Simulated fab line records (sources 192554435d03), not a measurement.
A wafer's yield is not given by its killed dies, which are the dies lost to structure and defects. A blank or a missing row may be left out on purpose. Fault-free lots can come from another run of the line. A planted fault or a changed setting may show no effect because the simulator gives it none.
A lot that was struck, set against a sound lot -- flow n5_finfet -- 16 out of 1938 route steps
Sound: wafers L592.2, L592.3, L592.5. Struck: wafer L581.5. (L581.3, L581.6 of the same lot were not struck and are left out.) The cause comes at the end.
Order at every step that has rows: each side's tool, ch and its chambers, its first start. Under that, the readings that differ: sound wafers -- struck wafers -- difference of the means -- sigmas: that difference in standard deviations of wafers without a fault.
alike: a reading whose means differ by less than 2 such deviations, as well as words and numbers matching on both sides. not compared: withheld readings; readings where some wafer has no value; bounds like >300 that might hide an equal value; numbers whose values overlap and for which the record gives no deviation.
A row with sigmas, a row that says differs or no value, or rows on one side alone: a step with any of these is where the two part. Non-overlapping numbers with no deviation appear without sigmas and do not part them. A reading missing from all wafers of one side parts the sides only when that side holds two or more wafers.

N5_GATE_CUT_CD_MEAS_13: target cd 20 nm.
  sound on cd_sem-03 ch 0, day 9 19:11; struck on cd_sem-01 ch 0, day 7 01:24
  alike: cd_nm
N5_GATE_CUT_OVL_MEAS_14:
  sound on overlay-02 ch 0, day 9 19:14; struck on overlay-02 ch 0, day 7 01:26
  alike: GATE_CUT_OVL
N5_GATE_CUT_INSPECT_15: inspects for defects (brightfield).
  sound: defect_inspect-01 at day 9 19:17; struck: defect_inspect-01 at day 7 01:29
  alike: raw_defect_count
then, 1 step without rows for these wafers: N5_GATE_CUT_DESCUM_18 (chemistry O2, time 7 s).
N5_GATE_CUT_ETCH_28: etches underlayer in N2/H2, target depth 13 nm, time 10.4 s.
  sound on rie_diel-01 ch 1,3, day 9 19:29; struck on rie_diel-02 ch 0, day 7 01:34
reading,sound,struck,difference,sigmas
drypump_motor_current_A (A),6.4 5.9 6.4,5.1,-1.1,-2
  alike: chamber_pressure_mTorr, etch_rf_on_time_s, oes_product_au, rf_vpp_V, showerhead_plenum_p_Torr, throttle_valve_pct
  not compared: rf_hours_counter_h
then, 1 step without rows for these wafers: N5_GATE_CUT_ETCH_36 (etches SiARC in CF4, target depth 13 nm, time 21.7 s).
N5_GATE_CUT_ETCH_37: etches SOC in N2/H2, target depth 60 nm, overetch 12 nm, time 90 s.
  sound on rie_diel-01 ch 1,3, day 9 19:32; struck on rie_diel-02 ch 0, day 7 01:36
reading,sound,struck,difference,sigmas
drypump_motor_current_A (A),6.3 5.9 6.3,5.1,-1.1,-2
  alike: chamber_pressure_mTorr, oes_product_au, rf_vpp_V, showerhead_plenum_p_Torr, throttle_valve_pct
  not compared: rf_hours_counter_h
then, 3 steps without rows for these wafers: N5_GATE_CUT_STRIP_38 (strips in N2/H2); N5_GATE_CUT_STRIP_39 (strips in N2/H2); N5_GATE_CUT_HM_OPEN_40 (chemistry C4F6/O2, target SiO2, target depth 139 nm, time 85.1 s).
N5_GATE_CUT_STRIP_41: strips in CF4.
  sound on rie_diel-01 ch 1,3, day 9 19:41; struck on rie_diel-02 ch 0, day 7 01:45
reading,sound,struck,difference,sigmas
drypump_motor_current_A (A),6.3 5.9 6.3,5.1,-1.1,-2
  alike: chamber_pressure_mTorr, oes_product_au, rf_vpp_V, showerhead_plenum_p_Torr, throttle_valve_pct
  not compared: rf_hours_counter_h
N5_GATE_CUT_STRIP_42: strips in O2.
  sound on rie_diel-01 ch 1,3, day 9 19:42; struck on rie_diel-02 ch 0, day 7 01:46
reading,sound,struck,difference,sigmas
chamber_pressure_mTorr (mTorr),29.985 29.982 30.001,30.046,+0.057,+2
drypump_motor_current_A (A),6.3 5.9 6.3,5.0,-1.2,-2
  alike: oes_product_au, rf_vpp_V, showerhead_plenum_p_Torr, throttle_valve_pct
  not compared: rf_hours_counter_h
N5_GATE_CUT_ETCH_19: etches SiNx in CH3F/O2, target depth 53.7 nm, time 76.7 s.
  sound on rie_diel-01 ch 1,3, day 9 19:44; struck on rie_diel-02 ch 0, day 7 01:49
reading,sound,struck,difference,sigmas
drypump_motor_current_A (A),6.3 5.9 6.3,5.1,-1.1,-2
etch_rf_on_time_s (s),77.1 75.8 77.5,58.7,-18.1,-13
  alike: chamber_pressure_mTorr, oes_product_au, rf_vpp_V, showerhead_plenum_p_Torr, throttle_valve_pct
  not compared: rf_hours_counter_h
N5_GATE_CUT_CUT_ETCH_53: etches W in SF6/Cl2, target depth 79.2 nm.
  sound on rie_metal-03 ch 1, day 9 19:51; struck on rie_metal-01 ch 1, day 7 01:58
reading,sound,struck,difference,sigmas
etch_rf_on_time_s (s),25.7 25.3 25.4,26.8,+1.3,+2
  alike: chamber_pressure_mTorr, drypump_motor_current_A, oes_product_au, throttle_valve_pct
  not compared: rf_hours_counter_h
-- the record jumps here: 3 days lie between the struck wafers' starts before and after (it left off in module GATE_CUT and takes up again in module BEOL_M4, whose first step shown is number 1111 of the route) --
N5_BEOL_M4_RC_MEAS_101:
  sound on prober-02 ch 0, day 13 02:27; struck on prober-02 ch 0, day 10 11:00
reading,sound,struck,difference,sigmas
VT_N (mV),246 241 245,251,+7,+2
  alike: DIBL_N, DIBL_P, IOFF_N, IOFF_P, ION_N, ION_P, SS_N, SS_P, VT_P
next, for these wafers, 1 step has no rows: N5_PASSIVATION_PROBE_49.

WHERE THEY PART
First at N5_GATE_CUT_ETCH_28; last, within this record, at N5_BEOL_M4_RC_MEAS_101.

WHY: whatever the simulator had introduced
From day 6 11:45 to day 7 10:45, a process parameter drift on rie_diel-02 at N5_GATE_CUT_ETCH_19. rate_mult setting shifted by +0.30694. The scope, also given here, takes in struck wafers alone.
